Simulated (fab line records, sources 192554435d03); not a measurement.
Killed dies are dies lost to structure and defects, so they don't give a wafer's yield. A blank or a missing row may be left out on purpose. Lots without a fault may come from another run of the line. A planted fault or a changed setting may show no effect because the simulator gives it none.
Chamber matching | flow n5_finfet | N5_HKMG_FIN_DESCUM_17 on rie_diel-05: 4 sister chambers
The step chemistry O2, time 7.9 s. 4 wafers are shown with their chamber, then 7 later ones without.

WAFERS WITH THEIR CHAMBER
wafer  | chamber | throttle_valve_pct (%)
L087.5 | 2       | 20.46
L087.6 | 3       | 20.26
L088.1 | 0       | 20.66
L088.2 | 1       | 20.67

WAFERS WITHOUT THEIR CHAMBER
wafer  | throttle_valve_pct (%)
L088.4 | 20.27
L091.1 | 20.69
L091.2 | 20.27
L091.4 | 20.48
L092.3 | 20.28
L092.5 | 20.68
L092.6 | 20.68

WHICH CHAMBER EACH WENT THROUGH
wafer  | from the rows above     | in truth
L088.4 | 3                       | 3
L091.1 | can't be placed: 1 or 0 | 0
L091.2 | 3                       | 3
L091.4 | 2                       | 2
L092.3 | 3                       | 3
L092.5 | can't be placed: 1 or 0 | 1
L092.6 | can't be placed: 1 or 0 | 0
Placed correctly: 4 of 7. Can't be placed from these rows: 3 (the true chamber is among the candidates in 3). Placed wrongly: 0.
How it was worked out, from the rows above alone: a wafer's distance from a chamber is the root of the sum, over the readings, of the square of ((its reading less the chamber's mean) divided by the reading's scatter). The wafer belongs to the nearest chamber; if the next one is less than 2 further off, it can't be placed. A chamber's mean is the mean of its shown wafers. The scatter: with one shown wafer a chamber, the root of the mean of the squares of how far each hidden wafer lies from its nearest shown one.
